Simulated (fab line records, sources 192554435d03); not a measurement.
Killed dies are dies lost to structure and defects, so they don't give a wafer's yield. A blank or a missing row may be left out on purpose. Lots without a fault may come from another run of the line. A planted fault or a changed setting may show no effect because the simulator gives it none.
Split-lot experiment | flow n5_finfet | 7 lots, 21 wafers read, on a route of 1938 steps

THE SPLIT
At N5_BEOL_M6_COAT_22 (resist thk 30 nm), the setting spin_rpm was moved away from the recipe's 1500 rpm on 6 of the 21 wafers read, by -6.1% to +5.6%. The other wafers ran this setting at the recipe's value.

FROM THE SPLIT TO THE READING: what the file shows between them, 4 steps
- N5_BEOL_M6_EBR_24
- N5_BEOL_M6_SOFTBAKE_23: time 60 s
- N5_BEOL_M6_EXPOSE_25: exposes mask V5, target cd 40 nm
- N5_BEOL_M6_PEB_26: peb time 60 s

THE READING
CAR-EUV_of_BEOL_M6_COAT_22.thk_nm (the simulator's own value, which no gauge read), in nm, at N5_BEOL_M6_DEVELOP_27 (develop time 30 s). The file gives no usual value for it. The 15 wafers here that ran the recipe average 29.5 nm, standard deviation 0.12 nm.

wafer  | tool, chamber at the split | spin_rpm as run, rpm | against the recipe | CAR-EUV_of_BEOL_M6_COAT_22.thk_nm, nm | against lot-mates on the recipe
L078.1 | litho_track-03, 0          | 1500                 | recipe             | 29.4                                  | -
L078.2 | litho_track-03, 0          | 1449                 | -3.4%              | 30                                    | +0.6
L078.3 | litho_track-03, 0          | 1449                 | -3.4%              | 30                                    | +0.6
L074.2 | litho_track-03, 0          | 1500                 | recipe             | 29.6                                  | -
L074.4 | litho_track-03, 0          | 1500                 | recipe             | 29.4                                  | -
L074.6 | litho_track-03, 0          | 1500                 | recipe             | 29.4                                  | -
L080.2 | litho_track-03, 0          | 1500                 | recipe             | 29.6                                  | -
L080.6 | litho_track-03, 0          | 1500                 | recipe             | 29.6                                  | -
L080.3 | litho_track-03, 0          | 1409                 | -6.1%              | 30.6                                  | +1.0
L089.1 | litho_track-01, 0          | 1584                 | +5.6%              | 28.6                                  | -1.0
L089.6 | litho_track-01, 0          | 1584                 | +5.6%              | 28.6                                  | -1.0
L089.4 | litho_track-01, 0          | 1500                 | recipe             | 29.6                                  | -
L094.1 | litho_track-04, 0          | 1500                 | recipe             | 29.4                                  | -
L094.3 | litho_track-04, 0          | 1500                 | recipe             | 29.4                                  | -
L094.4 | litho_track-04, 0          | 1419                 | -5.4%              | 30.2                                  | +0.8
L093.3 | litho_track-01, 0          | 1500                 | recipe             | 29.8                                  | -
L093.4 | litho_track-01, 0          | 1500                 | recipe             | 29.6                                  | -
L093.6 | litho_track-01, 0          | 1500                 | recipe             | 29.6                                  | -
L095.1 | litho_track-03, 0          | 1500                 | recipe             | 29.4                                  | -
L095.4 | litho_track-03, 0          | 1500                 | recipe             | 29.4                                  | -
L095.5 | litho_track-03, 0          | 1500                 | recipe             | 29.4                                  | -

THE FIT
A straight line over all 21 wafers: CAR-EUV_of_BEOL_M6_COAT_22.thk_nm changes by -0.158 nm for each +1% of spin_rpm; r = -0.96; the points scatter about the line by 0.12 nm.
The same after taking each lot's own level away (the mean of its wafers on the recipe; 21 wafers): -0.17 nm for each +1%; r = -0.99; scatter 0.061 nm.
On that fit, the largest move of spin_rpm shifts the reading by 1 nm.
The lots' own levels span 29.40 to 29.67 nm, that is 2.2 times the standard deviation above.
So the lot-to-lot level changes the slope little: the two slopes agree.
Check: with one of the wafers moved furthest among these (-6.1%) left out of the fit, the line predicts +1.03 nm for it against its lot-mates. It came out at +1 nm against them.

OTHER SPLITS ON THESE WAFERS
These wafers also went through other splits before the reading. Each is held against what the fit with the lots' levels taken away leaves over:
other split on the same wafers   | wafers away from the commonest value | r with CAR-EUV_of_BEOL_M6_COAT_22.thk_nm (lot level and that fit taken away)
N5_BEOL_M5_EXPOSE_08 dose_mj     | 9                                    | -0.23
N5_BEOL_M5_DESCUM_16 time_s      | 7                                    | +0.24
N5_BEOL_M5_TRENCH_ETCH_37 bias_w | 6                                    | +0.26
N5_BEOL_M6_ETCH_62 time_s        | 8                                    | -0.15

THE WHOLE CHAIN: every reading that the file lists as answering this split, in the file's order
step                  | what it does      | reading                                                                            | change (the file's fit)               | r (the file's)
N5_BEOL_M6_COAT_22    | resist thk 30 nm  | CAR-EUV_of_BEOL_M6_COAT_22.thk_nm (the simulator's own value, which no gauge read) | -0.156 nm for each +1% of the setting | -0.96
N5_BEOL_M6_DEVELOP_27 | develop time 30 s | CAR-EUV_of_BEOL_M6_COAT_22.thk_nm (the simulator's own value, which no gauge read) | -0.166 nm for each +1% of the setting | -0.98

THE FILE'S OWN FIT
CAR-EUV_of_BEOL_M6_COAT_22.thk_nm changes by -0.166 nm for each +1% of spin_rpm, r = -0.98.
